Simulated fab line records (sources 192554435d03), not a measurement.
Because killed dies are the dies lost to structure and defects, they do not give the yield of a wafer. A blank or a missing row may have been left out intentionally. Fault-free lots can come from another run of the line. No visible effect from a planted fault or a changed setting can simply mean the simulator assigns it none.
A struck lot beside a sound one	flow n5_finfet	20 out of 1938 route steps
Sound: the wafers L738.2, L738.3, L738.5. Struck: wafers L736.1, L736.4, L736.6. Last of all comes the cause.
At each step with rows: each side's tool, then ch and its chambers, then its first start. Under that, the readings that differ: sound wafers	struck wafers	difference of the means	sigmas: that difference in standard deviations of wafers without a fault.
alike: a reading whose means differ by less than 2 such deviations, as well as words and numbers matching on both sides. not compared: withheld readings; readings where some wafer has no value; bounds like >300 that might hide an equal value; numbers whose values overlap and for which the record gives no deviation.
A row with sigmas, a row that says differs or no value, or rows on one side alone: a step with any of these is where the two part. Numbers that don't overlap but have no deviation are shown without sigmas and don't part them. A reading missing from all wafers of one side parts the sides only when that side holds two or more wafers.

first, 9 steps without rows for these wafers: N5_BEOL_M8_DESCUM_16 (chemistry O2, time 7.9 s); N5_BEOL_M8_ETCH_61 (etches SiARC in CF4, target depth 45.5 nm, time 75.8 s); N5_BEOL_M8_ETCH_62 (etches SOC in N2/H2, target depth 110 nm, overetch 22 nm, time 165 s); N5_BEOL_M8_STRIP_68 (strips in N2/H2); N5_BEOL_M8_STRIP_67 (strips in CF4); N5_BEOL_M8_HM_OPEN_17 (chemistry Cl2/BCl3, target TiN, target depth 20 nm, overetch 6 nm); N5_BEOL_M8_STRIP_19 (strips in O2); N5_BEOL_M8_COAT_63 (time 60 s, resist thk 60 nm); N5_BEOL_M8_COAT_64 (time 60 s, resist thk 12 nm).
N5_BEOL_M8_COAT_71: time 60 s, resist thk 5 nm.
  sound on litho_track-05 ch 0, day 17 19:46; struck on litho_track-04 ch 0, day 16 10:58
reading	sound	struck	difference	sigmas
spin_speed_rpm (rpm)	1500.2 1499.8 1500.7	1810.9 1812.4 1810.5	+311.0	+99 or more
model.underlayer_of_BEOL_M8_COAT_71.thk_nm (nm)	5 5 5	4.6 4.6 4.6	-0.4	
  alike: plate_temp_C
then, 7 steps without rows for these wafers: N5_BEOL_M8_COAT_22 (resist thk 30 nm); N5_BEOL_M8_EBR_24; N5_BEOL_M8_SOFTBAKE_23 (time 60 s); N5_BEOL_M8_EXPOSE_25 (exposes mask V7, target cd 40 nm); N5_BEOL_M8_PEB_26 (peb time 60 s); N5_BEOL_M8_DEVELOP_27 (develop time 30 s); N5_BEOL_M8_DESCUM_33 (chemistry O2, time 7 s).
N5_BEOL_M8_ETCH_72: etches underlayer in N2/H2, target depth 6.5 nm, time 5.2 s.
  sound on rie_diel-06 ch 0,3, day 17 20:44; struck on rie_diel-05 ch 0,2, day 16 11:31
reading	sound	struck	difference	sigmas
bias_w (W)	148.7 149.7 148.8	150.6 148.7 150.7	+0.9	+2
etch_rf_on_time_s (s)	5.17 5.26 5.17	4.67 4.78 4.61	-0.51	-6
model.CAR-EUV_of_BEOL_M8_COAT_22.thk_nm (nm)	20.4 20.4 20.4	20.8 20.8 20.8	+0.4	
model.etch.depth_nm (nm)	5.017 5.011 5.013	4.549 4.554 4.54	-0.466	
  alike: chamber_pressure_mTorr, drypump_motor_current_A, oes_product_au, rf_vpp_V, showerhead_plenum_p_Torr, throttle_valve_pct
  not compared: rf_hours_counter_h
N5_BEOL_M8_ETCH_65: etches SiARC in CF4, target depth 15.6 nm, time 26 s.
  sound on rie_diel-06 ch 0,3, day 17 20:46; struck on rie_diel-05 ch 0,2, day 16 11:32
reading	sound	struck	difference	sigmas
model.CAR-EUV_of_BEOL_M8_COAT_22.thk_nm (nm)	11.2 11.2 11.2	11.6 11.6 11.6	+0.4	
  alike: bias_w, chamber_pressure_mTorr, drypump_motor_current_A, etch_rf_on_time_s, oes_product_au, rf_vpp_V, showerhead_plenum_p_Torr, throttle_valve_pct
  not compared: rf_hours_counter_h
then, 1 step without rows for these wafers: N5_BEOL_M8_ETCH_66 (etches SOC in N2/H2, target depth 80 nm, overetch 16 nm, time 120 s).

## WHERE THEY PART
First at N5_BEOL_M8_COAT_71; last, within this record, at N5_BEOL_M8_ETCH_72. Later steps at which nothing parts them and some readings are alike: N5_BEOL_M8_ETCH_65.

WHY: what the simulator had put in
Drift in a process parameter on litho_track-04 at N5_BEOL_M8_COAT_71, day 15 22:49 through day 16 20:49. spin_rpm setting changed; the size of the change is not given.
